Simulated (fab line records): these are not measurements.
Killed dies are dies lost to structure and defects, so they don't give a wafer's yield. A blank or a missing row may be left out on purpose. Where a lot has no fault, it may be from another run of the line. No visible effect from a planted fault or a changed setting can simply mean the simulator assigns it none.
fab line records	flow n5Finfet
[record] lots = 24	wafers = 72	lastDay = 17
route steps=1938 shown BEOL_M2@854
lots that met no fault: taken from a fault-free run of the same line
startH: start of the lot's first displayed wafer, in hours after the record's first day	waitH: time in hours since the lot's previous step	" repeats the value in the row above	L1.1+2: one row covering several wafers at once	- value missing, or start not given	* or withheld: withheld	< > ~ a bound
route shown NAME@n: a module of which the file shows steps, and the number in the route of the first	usual: mean/standard deviation of fault-free wafers	same: alike in all rows	chamber/n: place in a boat	sites: per-site readings	_std_site: how widely they spread, as a standard deviation	_edge_site: outer sites' mean less inner sites'	radiusMm: how far each site lies from the wafer's centre	mask NAME#n: copy n	behind: the most recent tool/chamber to have shaped the wafer	hold: why the lot was held/for how many hours/how that ended	device: which transistor (n, p or np) failed to switch	end of line: the same wafers' tests at the end of the route	where a step has no rows: the recipe by itself	killed: dies lost to structure and defects at the first sort, not the wafer's yield	map: a wafer's dies, x killed, . not, _ none there
set.NAME: the setting as run; set.NAME@STEP: as run at that earlier step	model.NAME: the simulator's own value behind a step, which no gauge read
the route's steps for a sample of lots (tables are steps, rows are wafers)
services: from which hour (startH, from the record's first day; less than 0 if before it) a tool's chamber was out of use, for how many hours, and why
[[steps]]
[step N5_BEOL_M2_CD_MEAS_11]
[recipe] targetCdNm = 16.79	landingEnergyEv = 500	detector = seInlens	polarity = opening
[usual] cdNm = 16.82/0.27
lot.wafer	tool	chamber	startH	waitH	cdNm
L075.3	cdSem-01	0	137.17	-	16.90
L075.4	"	0	"	"	16.88
L075.6	"	0	"	"	16.83
L074.1	cdSem-02	0	140.78	-	17.38
L074.2	"	0	"	"	17.55
L074.4	"	0	"	"	17.42
L076.2	cdSem-01	0	147.48	-	17.33
L076.3	"	0	"	"	16.78
L076.5	"	0	"	"	16.53
L077.4	cdSem-02	0	151.70	-	17.01
L077.5	"	0	"	"	16.90
L077.6	"	0	"	"	16.88
L079.2	cdSem-01	0	162.90	-	17.17
L079.3	"	0	"	"	17.04
L079.6	"	0	"	"	17.05
L078.1	cdSem-02	0	166.57	-	16.73
L078.2	"	0	"	"	16.45
L078.6	"	0	"	"	15.99
L080.2	cdSem-03	0	168.57	-	17.01
L080.3	"	0	"	"	17.39
L080.6	"	0	"	"	16.73
L081.2	cdSem-03	0	179.02	-	16.82
L081.5	"	0	"	"	16.97
L081.6	"	0	"	"	16.73
L082.1	cdSem-03	0	183.11	-	16.46
L082.3	"	0	"	"	16.47
L082.4	"	0	"	"	16.94
L083.1	cdSem-01	0	189.91	-	16.94
L083.2	"	0	"	"	17.30
L083.4	"	0	"	"	17.23
L084.2	cdSem-01	0	202.22	-	17.13
L084.3	"	0	"	"	17.47
L084.6	"	0	"	"	16.67
L087.3	cdSem-01	0	216.96	-	16.64
L087.5	"	0	"	"	16.82
L087.6	"	0	"	"	16.45
L085.1	cdSem-03	0	224.12	-	17.22
L085.3	"	0	"	"	16.96
L085.4	"	0	"	"	16.30
L086.2	cdSem-02	0	225.11	-	16.75
L086.4	"	0	"	"	17.23
L086.6	"	0	"	"	16.66
L088.1	cdSem-02	0	235.98	-	16.62
L088.5	"	0	"	"	16.76
L088.6	"	0	"	"	16.80
L089.3	cdSem-03	0	236.08	-	16.99
L089.4	"	0	"	"	16.93
L089.6	"	0	"	"	16.77
L091.1	cdSem-03	0	236.18	-	17.11
L091.2	"	0	"	"	16.55
L091.6	"	0	"	"	16.86
L090.2	cdSem-02	0	239.70	-	17.05
L090.4	"	0	"	"	17.19
L090.5	"	0	"	"	16.61
L092.1	cdSem-03	0	243.87	-	16.53
L092.4	"	0	"	"	16.53
L092.6	"	0	"	"	16.61
L093.1	cdSem-03	0	247.62	-	16.85
L093.3	"	0	"	"	16.49
L093.4	"	0	"	"	16.45
L094.2	cdSem-01	0	252.28	-	16.64
L094.3	"	0	"	"	16.73
L094.5	"	0	"	"	16.70
L095.4	cdSem-02	0	261.38	-	16.68
L095.5	"	0	"	"	16.68
L095.6	"	0	"	"	16.91
L096.4	cdSem-01	0	267.76	-	17.02
L096.5	"	0	"	"	16.66
L096.6	"	0	"	"	16.78
L097.1	cdSem-02	0	280.09	-	16.92
L097.4	"	0	"	"	16.67
L097.5	"	0	"	"	16.85
[step N5_BEOL_M2_OVL_MEAS_12]
[recipe] pointsPerWafer = 522
[usual] M2_OVL = 0.5/0.64
lot.wafer	tool	chamber	startH	waitH	M2_OVL[nm]
L075.3	overlay-02	0	137.21	0.0	0.4
L075.4	"	0	"	"	-0.5
L075.6	"	0	"	"	-0.9
L074.1	overlay-01	0	140.81	0.0	1.6
L074.2	"	0	"	"	2.2
L074.4	"	0	"	"	1.0
L076.2	overlay-02	0	147.52	0.0	-0.8
L076.3	"	0	"	"	-0.4
L076.5	"	0	"	"	-0.3
L077.4	overlay-01	0	151.74	0.0	0.0
L077.5	"	0	"	"	0.2
L077.6	"	0	"	"	-0.3
L079.2	overlay-02	0	162.93	0.0	0.2
L079.3	"	0	"	"	1.1
L079.6	"	0	"	"	1.0
L078.1	overlay-01	0	166.60	0.0	-0.1
L078.2	"	0	"	"	0.6
L078.6	"	0	"	"	0.4
L080.2	overlay-01	0	168.61	0.0	0.9
L080.3	"	0	"	"	0.6
L080.6	"	0	"	"	0.1
L081.2	overlay-02	0	179.05	0.0	0.7
L081.5	"	0	"	"	1.0
L081.6	"	0	"	"	0.8
L082.1	overlay-02	0	183.14	0.0	0.7
L082.3	"	0	"	"	1.1
L082.4	"	0	"	"	-0.3
L083.1	overlay-02	0	189.95	0.0	0.9
L083.2	"	0	"	"	0.5
L083.4	"	0	"	"	0.5
L084.2	overlay-02	0	202.26	0.0	0.9
L084.3	"	0	"	"	0.7
L084.6	"	0	"	"	1.5
L087.3	overlay-02	0	217.00	0.0	-0.2
L087.5	"	0	"	"	1.4
L087.6	"	0	"	"	1.1
L085.1	overlay-01	0	224.15	0.0	0.1
L085.3	"	0	"	"	-0.1
L085.4	"	0	"	"	0.0
L086.2	overlay-01	0	225.15	0.0	0.4
L086.4	"	0	"	"	-0.1
L086.6	"	0	"	"	-0.2
L088.1	overlay-02	0	236.01	0.0	1.3
L088.5	"	0	"	"	0.6
L088.6	"	0	"	"	0.4
L089.3	overlay-01	0	236.12	0.0	0.5
L089.4	"	0	"	"	0.4
L089.6	"	0	"	"	-0.1
L091.1	overlay-02	0	236.21	0.0	-0.3
L091.2	"	0	"	"	0.3
L091.6	"	0	"	"	0.7
L090.2	overlay-01	0	239.73	0.0	0.0
L090.4	"	0	"	"	0.1
L090.5	"	0	"	"	0.9
L092.1	overlay-01	0	243.90	0.0	0.0
L092.4	"	0	"	"	0.7
L092.6	"	0	"	"	0.1
L093.1	overlay-01	0	247.65	0.0	-0.4
L093.3	"	0	"	"	0.1
L093.4	"	0	"	"	0.7
L094.2	overlay-02	0	252.32	0.0	1.2
L094.3	"	0	"	"	0.6
L094.5	"	0	"	"	0.8
L095.4	overlay-01	0	261.43	0.0	0.7
L095.5	"	0	"	"	0.2
L095.6	"	0	"	"	1.0
L096.4	overlay-02	0	267.81	0.0	1.4
L096.5	"	0	"	"	1.1
L096.6	"	0	"	"	1.8
L097.1	overlay-01	0	280.12	0.0	0.0
L097.4	"	0	"	"	1.4
L097.5	"	0	"	"	0.5
[step N5_BEOL_M2_ETCH_64]
[recipe] chemistry = N2/H2	target = SOC	targetDepthA = 750	overetchA = 225	maskMaterial = SiARC	tempC = 40	timeS = 121.9	ionEnergyEv = 200	pressureMtorr = 30	sourceW = 840	biasW = 150	n2FlowSccm = 200	h2FlowSccm = 200
[usual] drypumpMotorCurrentA = 5.6/0.42	oesProductAu = 0.60/0.063	rfVppV = 523.6/1.9	showerheadPlenumPTorr = 2.54/0.06	throttleValvePct = 17.93/0.21
lot.wafer	tool	chamber	startH	waitH	drypumpMotorCurrentA	oesProductAu	rfHoursCounterH	rfVppV	showerheadPlenumPTorr	throttleValvePct
L075.3	rieDiel-05	3	137.37	0.0	5.8	0.55	167	523.7	2.52	18.04
L075.4	"	2	"	"	5.3	0.59	104	524.2	2.58	18.01
L075.6	"	0	"	"	6.0	0.55	-	521.4	2.43	17.81
L074.1	rieDiel-05	2	141.25	0.0	5.3	0.59	106	523.6	2.58	18.00
L074.2	"	0	"	"	6.0	0.55	171	520.0	2.43	17.82
L074.4	"	1	"	"	5.3	0.72	4	524.9	2.63	18.11
L076.2	rieDiel-03	2	147.68	0.0	5.4	0.54	221	525.3	2.61	17.97
L076.3	"	1	"	"	6.3	0.63	67	524.6	2.58	17.80
L076.5	"	3	"	"	5.5	0.71	-	525.3	2.61	17.90
L077.4	rieDiel-04	2	152.33	0.1	5.5	0.70	-	523.8	2.51	17.95
L077.5	"	1	"	"	5.3	0.66	-	521.7	2.52	18.12
L077.6	"	0	"	"	4.8	0.65	-	525.2	2.54	17.36
L079.2	rieDiel-03	1	163.10	0.0	6.3	0.63	71	524.2	2.58	17.83
L079.3	"	3	"	"	5.4	0.70	16	526.8	2.61	17.92
L079.6	"	1	"	"	6.3	0.63	-	524.9	2.58	17.82
L078.1	rieDiel-05	0	166.80	0.0	6.0	0.55	180	519.1	2.43	17.84
L078.2	"	3	"	"	5.8	0.55	177	523.7	2.52	18.04
L078.6	"	0	"	"	6.0	0.54	-	520.3	2.43	17.85
L080.2	rieDiel-03	3	168.77	0.0	5.5	0.69	18	525.5	2.61	17.91
L080.3	"	0	"	"	5.8	0.51	246	524.2	2.51	17.94
L080.6	"	3	"	"	5.5	0.69	-	525.1	2.61	17.90
L081.2	rieDiel-04	0	179.42	0.0	4.8	0.64	75	524.1	2.54	17.40
L081.5	"	0	"	"	4.8	0.63	-	525.6	2.54	17.42
L081.6	"	1	"	"	5.3	0.64	-	521.5	2.51	18.16
L082.1	rieDiel-03	1	183.31	0.0	6.3	0.64	79	523.9	2.57	17.84
L082.3	"	2	"	"	5.4	0.53	234	525.4	2.60	18.02
L082.4	"	1	"	"	6.3	0.63	-	523.2	2.57	17.84
L083.1	rieDiel-03	3	190.12	0.0	5.5	0.68	29	525.9	2.60	17.93
L083.2	"	2	"	"	5.4	0.53	238	524.7	2.60	18.03
L083.4	"	1	"	"	6.3	0.63	-	525.3	2.57	17.84
L084.2	rieDiel-04	0	202.42	0.0	4.8	0.63	83	525.1	2.54	17.43
L084.3	"	1	"	"	5.3	0.63	55	521.7	2.51	18.16
L084.6	"	0	"	"	4.8	0.62	-	524.4	2.54	17.42
L087.3	rieDiel-05	1	217.29	0.0	5.3	0.67	29	525.0	2.62	18.15
L087.5	"	2	"	"	5.3	0.58	-	524.7	2.57	18.03
L087.6	"	0	"	"	6.0	0.54	-	519.5	2.42	17.87
L085.1	rieDiel-05	1	224.32	0.0	5.3	0.67	33	525.6	2.62	18.17
L085.3	"	3	"	"	5.9	0.54	193	522.5	2.51	18.07
L085.4	"	2	"	"	5.3	0.58	131	524.8	2.57	18.04
L086.2	rieDiel-05	2	225.33	0.0	5.3	0.57	131	524.6	2.57	18.04
L086.4	"	3	"	"	5.8	0.54	194	523.2	2.51	18.07
L086.6	"	0	"	"	6.0	0.53	-	518.6	2.42	17.87
L088.1	rieDiel-03	1	236.18	0.0	6.3	0.61	101	524.3	2.56	17.88
L088.5	"	0	"	"	5.8	0.71	-	521.9	2.50	17.52
L088.6	"	1	"	"	6.3	0.61	-	523.9	2.56	17.87
L089.3	rieDiel-05	3	236.28	0.0	5.9	0.54	197	523.3	2.51	18.09
L089.4	"	1	"	"	5.3	0.67	36	525.0	2.62	18.15
L089.6	"	2	"	"	5.3	0.57	-	525.9	2.57	18.03
L091.1	rieDiel-04	2	236.39	0.0	5.5	0.65	45	520.4	2.50	17.99
L091.2	"	0	"	"	4.8	0.62	96	524.7	2.53	17.44
L091.6	"	0	"	"	4.8	0.61	-	525.0	2.53	17.43
L090.2	rieDiel-04	1	239.92	0.0	5.3	0.62	69	522.4	2.50	18.20
L090.4	"	0	"	"	4.8	0.62	-	524.4	2.53	17.44
L090.5	"	2	"	"	5.5	0.66	-	521.6	2.49	17.99
L092.1	rieDiel-03	0	244.07	0.0	5.8	0.71	18	522.5	2.50	17.53
L092.4	"	3	"	"	5.5	0.64	52	526.2	2.59	17.96
L092.6	"	0	"	"	5.8	0.70	-	522.6	2.50	17.53
L093.1	rieDiel-04	2	247.82	0.0	5.5	0.65	51	521.7	2.49	18.00
L093.3	"	0	"	"	4.8	0.62	102	524.9	2.53	17.46
L093.4	"	1	"	"	5.3	0.63	-	521.0	2.50	18.18
L094.2	rieDiel-05	1	252.48	0.0	5.3	0.66	42	525.6	2.62	18.17
L094.3	"	0	"	"	5.9	0.53	211	519.7	2.42	17.88
L094.5	"	3	"	"	5.8	0.53	-	523.1	2.51	18.08
L095.4	rieDiel-05	2	261.62	0.0	5.3	0.57	143	523.8	2.56	18.07
L095.5	"	3	"	"	5.8	0.54	-	524.1	2.51	18.08
L095.6	"	2	"	"	5.3	0.57	-	524.5	2.57	18.05
L096.4	rieDiel-05	0	267.96	0.0	6.0	0.53	217	519.0	2.41	17.88
L096.5	"	3	"	"	5.8	0.53	-	525.0	2.51	18.10
L096.6	"	0	"	"	6.0	0.52	-	521.1	2.41	17.91
L097.1	rieDiel-04	1	280.29	0.0	5.3	0.61	84	522.9	2.50	18.22
L097.4	"	3	"	"	6.3	0.71	-	525.9	2.61	17.69
L097.5	"	1	"	"	5.3	0.62	-	521.9	2.50	18.19
[step N5_BEOL_M2_STRIP_19]
[recipe] chemistry = O2	powerW = 400	tempC = 40	pressureMtorr = 30	rfFrequencyHz = 6e+07	biasPowerW = 0	overashFraction = 0.2	o2FlowSccm = 225
[usual] drypumpMotorCurrentA = 5.5/0.44	oesProductAu = 0.80/0.085	rfVppV = 3.7/0.48	showerheadPlenumPTorr = 2.10/0.057	throttleValvePct = 16.80/0.16
[same] biasPowerW = 0
lot.wafer	tool	chamber	startH	waitH	drypumpMotorCurrentA	oesProductAu	rfHoursCounterH	rfVppV	showerheadPlenumPTorr	throttleValvePct
L075.3	rieDiel-03	1	137.65	0.1	6.3	0.85	63	3.8	2.15	16.74
L075.4	"	2	"	"	5.4	0.71	217	3.5	2.16	16.97
L075.6	"	1	"	"	6.3	0.85	-	3.3	2.15	16.73
L074.1	rieDiel-04	1	141.57	0.1	5.3	0.88	30	3.7	2.03	16.59
L074.2	"	3	"	"	6.3	0.70	223	3.6	2.17	16.85
L074.4	"	2	"	"	5.5	0.92	17	3.0	2.08	16.88
L076.2	rieDiel-03	3	147.97	0.1	5.5	0.94	10	3.4	2.15	16.54
L076.3	"	2	"	"	5.4	0.69	221	3.9	2.16	16.97
L076.5	"	0	"	"	5.8	0.67	-	3.4	2.07	16.84
L077.4	rieDiel-05	0	152.57	0.1	6.0	0.73	175	3.6	2.01	16.79
L077.5	"	2	"	"	5.3	0.75	-	3.5	2.15	16.82
L077.6	"	3	"	"	5.8	0.72	-	4.2	2.11	17.10
L079.2	rieDiel-04	0	163.50	0.2	4.8	0.84	67	4.0	2.15	16.64
L079.3	"	1	"	"	5.3	0.87	37	3.3	2.02	16.63
L079.6	"	3	"	"	6.3	0.70	-	4.1	2.17	16.86
L078.1	rieDiel-05	2	167.08	0.1	5.3	0.76	113	3.4	2.15	16.83
L078.2	"	3	"	"	5.8	0.72	177	3.8	2.11	17.13
L078.6	"	0	"	"	6.0	0.72	-	4.5	2.00	16.79
L080.2	rieDiel-03	3	169.06	0.1	5.5	0.92	18	3.7	2.14	16.56
L080.3	"	1	"	"	6.3	0.83	74	3.3	2.14	16.78
L080.6	"	1	"	"	6.3	0.83	-	3.5	2.14	16.76
L081.2	rieDiel-04	3	179.72	0.1	6.3	0.69	232	3.8	2.17	16.87
L081.5	"	1	"	"	5.2	0.86	-	3.9	2.02	16.64
L081.6	"	3	"	"	6.3	0.69	-	4.0	2.17	16.86
L082.1	rieDiel-04	2	183.62	0.1	5.5	0.90	28	3.2	2.08	16.88
L082.3	"	0	"	"	4.8	0.83	76	3.5	2.14	16.64
L082.4	"	1	"	"	5.3	0.84	47	3.4	2.02	16.65
L083.1	rieDiel-04	3	190.51	0.2	6.3	0.70	236	3.1	2.17	16.86
L083.2	"	1	"	"	5.3	0.85	50	4.2	2.02	16.65
L083.4	"	2	"	"	5.5	0.92	30	3.6	2.08	16.89
L084.2	rieDiel-03	2	202.71	0.1	5.4	0.68	244	4.3	2.15	17.02
L084.3	"	1	"	"	6.3	0.80	89	4.1	2.14	16.79
L084.6	"	2	"	"	5.4	0.68	-	3.0	2.15	17.01
L087.3	rieDiel-05	1	217.58	0.1	5.3	0.91	29	3.8	2.15	16.78
L087.5	"	0	"	"	6.0	0.71	-	4.2	2.00	16.84
L087.6	"	2	"	"	5.3	0.74	-	3.8	2.14	16.85
L085.1	rieDiel-05	0	224.70	0.2	6.0	0.71	202	4.7	2.00	16.83
L085.3	"	2	"	"	5.3	0.74	131	3.0	2.14	16.87
L085.4	"	1	"	"	5.3	0.90	33	3.9	2.15	16.81
L086.2	rieDiel-05	3	225.71	0.1	5.8	0.70	194	3.0	2.10	17.15
L086.4	"	2	"	"	5.3	0.73	131	3.2	2.14	16.88
L086.6	"	1	"	"	5.3	0.89	-	3.3	2.15	16.80
L088.1	rieDiel-03	1	236.46	0.1	6.3	0.80	101	3.6	2.13	16.83
L088.5	"	0	"	"	5.8	0.93	-	3.5	2.06	16.41
L088.6	"	1	"	"	6.4	0.79	-	4.5	2.13	16.82
L089.3	rieDiel-05	0	236.56	0.1	6.0	0.70	205	2.4	2.00	16.85
L089.4	"	1	"	"	5.2	0.89	36	4.7	2.15	16.80
L089.6	"	0	"	"	6.0	0.70	-	4.5	2.00	16.84
L091.1	rieDiel-04	1	236.68	0.1	5.2	0.83	68	3.6	2.01	16.69
L091.2	"	2	"	"	5.5	0.88	45	3.5	2.07	16.93
L091.6	"	1	"	"	5.3	0.82	-	4.1	2.01	16.69
L090.2	rieDiel-04	1	240.21	0.1	5.3	0.83	70	3.9	2.01	16.70
L090.4	"	0	"	"	4.8	0.81	-	3.5	2.14	16.71
L090.5	"	1	"	"	5.3	0.83	-	3.5	2.01	16.69
L092.1	rieDiel-04	2	244.36	0.1	5.5	0.88	49	3.4	2.07	16.93
L092.4	"	1	"	"	5.3	0.82	-	3.6	2.01	16.69
L092.6	"	2	"	"	5.5	0.88	-	3.2	2.07	16.93
L093.1	rieDiel-04	2	248.11	0.1	5.5	0.87	51	4.3	2.07	16.93
L093.3	"	0	"	"	4.8	0.82	102	3.3	2.14	16.69
L093.4	"	1	"	"	5.3	0.83	-	3.5	2.01	16.69
L094.2	rieDiel-05	2	252.77	0.1	5.3	0.72	139	3.4	2.14	16.89
L094.3	"	0	"	"	6.0	0.70	211	4.2	1.99	16.89
L094.5	"	1	"	"	5.3	0.88	-	3.4	2.14	16.81
L095.4	rieDiel-05	2	261.95	0.1	5.3	0.72	143	4.0	2.14	16.89
L095.5	"	2	"	"	5.3	0.72	-	4.0	2.14	16.89
L095.6	"	3	"	"	5.8	0.69	-	3.5	2.10	17.18
L096.4	rieDiel-04	2	268.26	0.1	5.5	0.86	59	3.3	2.07	16.94
L096.5	"	1	"	"	5.3	0.81	-	3.8	2.01	16.72
L096.6	"	2	"	"	5.5	0.86	-	3.7	2.07	16.95
L097.1	rieDiel-04	0	280.57	0.1	4.8	0.80	111	3.8	2.13	16.74
L097.4	"	3	"	"	6.3	0.94	-	3.5	2.16	16.47
L097.5	"	0	"	"	4.8	0.80	-	3.8	2.13	16.71
[step N5_BEOL_M2_STRIP_97]
[recipe] chemistry = N2/H2	timeS = 10	powerW = 450	tempC = 40	pressureMtorr = 20	rfFrequencyHz = 6e+07	biasPowerW = 7	n2FlowSccm = 200	h2FlowSccm = 200
[usual] biasPowerW = 7.000/0.019	drypumpMotorCurrentA = 5.6/0.42	oesProductAu = 0.81/0.092	rfVppV = 59.1/0.89	showerheadPlenumPTorr = 2.54/0.059	throttleValvePct = 23.8/0.35
lot.wafer	tool	chamber	startH	waitH	biasPowerW	drypumpMotorCurrentA	oesProductAu	rfHoursCounterH	rfVppV	showerheadPlenumPTorr	throttleValvePct
L075.3	rieDiel-04	0	-	-	7.001	4.8	0.86	59	57.6	2.54	23.1
L075.4	"	1	"	"	6.979	5.3	0.88	29	61.5	2.52	24.1
L075.6	"	2	"	"	7.006	5.5	0.92	-	58.4	2.50	23.9
L074.1	rieDiel-05	0	-	-	7.016	6.0	0.73	172	57.6	2.43	23.5
L074.2	"	1	"	"	7.014	5.3	0.97	5	59.6	2.63	24.3
L074.4	"	3	"	"	6.962	5.8	0.72	170	59.3	2.52	23.7
L076.2	rieDiel-05	2	-	-	6.984	5.3	0.76	108	58.6	2.58	24.1
L076.3	"	3	"	"	7.029	5.8	0.72	171	59.7	2.52	23.7
L076.5	"	2	"	"	6.998	5.3	0.76	-	59.6	2.58	24.1
L077.4	rieDiel-04	2	-	-	7.013	5.5	0.91	22	60.3	2.50	23.9
L077.5	"	2	"	"	6.986	5.5	0.91	-	59.5	2.50	24.0
L077.6	"	1	"	"	6.999	5.3	0.87	-	59.4	2.51	24.1
L079.2	rieDiel-03	0	-	-	6.979	5.8	0.66	245	60.3	2.50	23.7
L079.3	"	3	"	"	7.020	5.5	0.92	18	59.5	2.60	24.0
L079.6	"	0	"	"	6.993	5.8	0.66	-	58.7	2.50	23.6
L078.1	rieDiel-05	0	-	-	7.003	6.0	0.72	181	60.0	2.42	23.5
L078.2	"	2	"	"	7.006	5.3	0.75	113	58.8	2.57	24.1
L078.6	"	2	"	"	7.003	5.3	0.74	-	58.9	2.57	24.1
L080.2	rieDiel-04	1	-	-	6.984	5.2	0.86	43	58.9	2.51	24.1
L080.3	"	0	"	"	6.983	4.8	0.84	-	60.7	2.54	23.1
L080.6	"	0	"	"	7.004	4.8	0.83	-	59.7	2.54	23.1
L081.2	rieDiel-04	0	-	-	6.994	4.8	0.83	75	59.3	2.53	23.1
L081.5	"	0	"	"	7.004	4.8	0.83	-	61.0	2.53	23.1
L081.6	"	3	"	"	7.012	6.3	0.69	-	57.9	2.62	24.1
L082.1	rieDiel-03	1	-	-	6.996	6.3	0.82	81	60.1	2.57	23.7
L082.3	"	2	"	"	7.009	5.4	0.68	237	58.5	2.60	23.7
L082.4	"	1	"	"	7.010	6.3	0.82	-	60.9	2.57	23.7
L083.1	rieDiel-04	2	-	-	7.005	5.5	0.91	31	59.1	2.50	24.0
L083.2	"	3	"	"	7.004	6.3	0.68	236	58.5	2.62	24.1
L083.4	"	1	"	"	7.006	5.3	0.85	51	58.1	2.51	24.1
L084.2	rieDiel-03	3	-	-	7.008	5.5	0.90	35	58.7	2.60	24.1
L084.3	"	2	"	"	7.020	5.4	0.68	244	60.2	2.60	23.7
L084.6	"	1	"	"	6.997	6.3	0.81	-	59.3	2.57	23.7
L087.3	rieDiel-03	3	-	-	7.016	5.5	0.88	40	59.4	2.59	24.1
L087.5	"	0	"	"	7.036	5.8	0.95	-	59.0	2.50	23.3
L087.6	"	3	"	"	7.022	5.4	0.89	-	59.6	2.59	24.1
L085.1	rieDiel-04	3	-	-	6.982	6.3	0.68	249	59.0	2.61	24.1
L085.3	"	2	"	"	7.045	5.5	0.87	41	59.5	2.49	24.0
L085.4	"	1	"	"	7.010	5.3	0.83	64	58.3	2.50	24.1
L086.2	rieDiel-03	3	-	-	7.015	5.5	0.88	44	60.6	2.59	24.1
L086.4	"	3	"	"	7.013	5.5	0.88	-	58.3	2.59	24.1
L086.6	"	1	"	"	6.970	6.4	0.81	-	59.8	2.56	23.7
L088.1	rieDiel-03	1	-	-	7.029	6.4	0.79	103	59.3	2.56	23.8
L088.5	"	0	"	"	7.006	5.8	0.91	-	60.1	2.49	23.3
L088.6	"	3	"	"	7.003	5.4	0.87	-	59.6	2.59	24.1
L089.3	rieDiel-05	2	-	-	6.997	5.3	0.73	135	60.2	2.56	24.1
L089.4	"	1	"	"	6.982	5.3	0.90	38	59.0	2.61	24.4
L089.6	"	3	"	"	7.023	5.8	0.70	-	59.1	2.50	23.8
L091.1	rieDiel-03	1	-	-	6.984	6.3	0.80	104	57.3	2.56	23.8
L091.2	"	2	"	"	7.024	5.3	1.02	0	60.3	2.59	23.3
L091.6	"	0	"	"	6.982	5.8	0.92	-	59.1	2.49	23.3
L090.2	rieDiel-05	2	-	-	7.006	5.3	0.73	136	57.7	2.56	24.1
L090.4	"	1	"	"	6.982	5.3	0.89	38	61.2	2.61	24.4
L090.5	"	2	"	"	6.998	5.3	0.74	-	58.2	2.56	24.1
L092.1	rieDiel-05	2	-	-	6.970	5.3	0.73	138	59.3	2.56	24.1
L092.4	"	1	"	"	6.964	5.3	0.87	40	58.0	2.61	24.4
L092.6	"	1	"	"	7.020	5.3	0.88	-	59.1	2.61	24.4
L093.1	rieDiel-04	1	-	-	6.980	5.3	0.81	74	57.9	2.50	24.1
L093.3	"	2	"	"	6.986	5.5	0.87	51	59.1	2.49	24.0
L093.4	"	0	"	"	6.999	4.8	0.81	102	59.0	2.52	23.1
L094.2	rieDiel-05	0	-	-	6.996	6.0	0.70	212	58.7	2.41	23.6
L094.3	"	3	"	"	7.007	5.8	0.70	203	58.8	2.50	23.8
L094.5	"	0	"	"	7.018	6.0	0.70	-	58.7	2.41	23.6
L095.4	rieDiel-04	2	-	-	6.996	5.5	0.86	57	57.4	2.49	24.0
L095.5	"	2	"	"	7.021	5.5	0.86	-	57.5	2.49	24.0
L095.6	"	1	"	"	7.014	5.3	0.81	-	60.1	2.49	24.1
L096.4	rieDiel-05	0	-	-	7.011	6.0	0.70	218	58.9	2.41	23.6
L096.5	"	3	"	"	7.008	5.8	0.69	-	59.5	2.50	23.8
L096.6	"	0	"	"	7.015	6.0	0.70	-	60.0	2.41	23.6
L097.1	rieDiel-05	2	-	-	6.999	5.3	0.72	151	59.6	2.56	24.1
L097.4	"	1	"	"	6.982	5.3	0.87	55	59.0	2.61	24.4
L097.5	"	0	"	"	6.989	6.0	0.70	-	58.2	2.41	23.6
[step N5_BEOL_M2_SURFACE_TREAT_85]
[recipe] gas = Ar	timeS = *	ionEnergyEv = *	ionCurrentMaCm2 = 0.5	pressureMtorr = *	arFlowSccm = 30
[usual] throttleValvePct = *
lot.wafer	tool	chamber	startH	waitH	throttleValvePct
L075.3	pvdSputter-02	-	139.64	0.1	*
L075.4	"	-	"	"	*
L075.6	"	-	"	"	*
L074.1	pvdSputter-02	-	145.54	0.3	*
L074.2	"	-	"	"	*
L074.4	"	-	"	"	*
L076.2	pvdSputter-01	-	150.30	0.2	*
L076.3	"	-	"	"	*
L076.5	"	-	"	"	*
L077.4	pvdSputter-02	-	158.75	0.1	*
L077.5	"	-	"	"	*
L077.6	"	-	"	"	*
L079.2	pvdSputter-03	-	168.45	0.2	*
L079.3	"	-	"	"	*
L079.6	"	-	"	"	*
L078.1	pvdSputter-03	-	169.59	0.2	*
L078.2	"	-	"	"	*
L078.6	"	-	"	"	*
L080.2	pvdSputter-01	-	176.32	0.8	*
L080.3	"	-	"	"	*
L080.6	"	-	"	"	*
L081.2	pvdSputter-02	-	182.30	0.2	*
L081.5	"	-	"	"	*
L081.6	"	-	"	"	*
L082.1	pvdSputter-01	-	189.07	0.3	*
L082.3	"	-	"	"	*
L082.4	"	-	"	"	*
L083.1	pvdSputter-02	-	192.87	0.2	*
L083.2	"	-	"	"	*
L083.4	"	-	"	"	*
L084.2	pvdSputter-01	-	204.74	0.1	*
L084.3	"	-	"	"	*
L084.6	"	-	"	"	*
L087.3	pvdSputter-03	-	222.40	0.6	*
L087.5	"	-	"	"	*
L087.6	"	-	"	"	*
L085.1	pvdSputter-02	-	227.52	0.1	*
L085.3	"	-	"	"	*
L085.4	"	-	"	"	*
L086.2	pvdSputter-02	-	227.61	0.1	*
L086.4	"	-	"	"	*
L086.6	"	-	"	"	*
L088.1	pvdSputter-02	-	240.47	0.2	*
L088.5	"	-	"	"	*
L088.6	"	-	"	"	*
L089.3	pvdSputter-01	-	242.91	0.1	*
L089.4	"	-	"	"	*
L089.6	"	-	"	"	*
L091.1	pvdSputter-01	-	243.58	0.2	*
L091.2	"	-	"	"	*
L091.6	"	-	"	"	*
L090.2	pvdSputter-01	-	243.70	0.2	*
L090.4	"	-	"	"	*
L090.5	"	-	"	"	*
L092.1	pvdSputter-02	-	248.99	0.2	*
L092.4	"	-	"	"	*
L092.6	"	-	"	"	*
L093.1	pvdSputter-02	-	252.19	0.2	*
L093.3	"	-	"	"	*
L093.4	"	-	"	"	*
L094.2	pvdSputter-02	-	257.03	0.2	*
L094.3	"	-	"	"	*
L094.5	"	-	"	"	*
L095.4	pvdSputter-03	-	264.90	0.1	*
L095.5	"	-	"	"	*
L095.6	"	-	"	"	*
L096.4	pvdSputter-03	-	270.36	0.2	*
L096.5	"	-	"	"	*
L096.6	"	-	"	"	*
L097.1	pvdSputter-01	-	292.59	0.3	*
L097.4	"	-	"	"	*
L097.5	"	-	"	"	*
[[services]]
tool	chamber	startH	hours	kind
rieDiel-05	1	114.63	-	clean
rieDiel-05	1	114.63	-	consumableReplace:focusRing
rieDiel-05	1	114.63	18.1	scheduledDown
rieDiel-05	1	114.63	18.1	ventCycle
rieDiel-04	3	149.33	7.2	repair
pvdSputter-02	-	166.21	1.9	repair
rieDiel-04	2	169.75	12.7	repair
rieDiel-03	0	180.04	-	clean
rieDiel-03	0	180.04	-	consumableReplace:focusRing
rieDiel-03	0	180.04	25.4	scheduledDown
rieDiel-03	0	180.04	25.4	ventCycle
pvdSputter-03	-	186.93	2.6	repair
rieDiel-04	2	205.62	6.8	repair
rieDiel-03	2	222.26	-	clean
rieDiel-03	2	222.26	-	consumableReplace:focusRing
rieDiel-03	2	222.26	19.4	scheduledDown
rieDiel-03	2	222.26	19.4	ventCycle
rieDiel-04	3	229.79	-	clean
rieDiel-04	3	229.79	-	consumableReplace:focusRing
rieDiel-04	3	229.79	18.8	scheduledDown
rieDiel-04	3	229.79	18.8	ventCycle
rieDiel-05	3	257.16	2.8	repair
rieDiel-04	2	277.62	3.7	repair
[[key]]
fault none
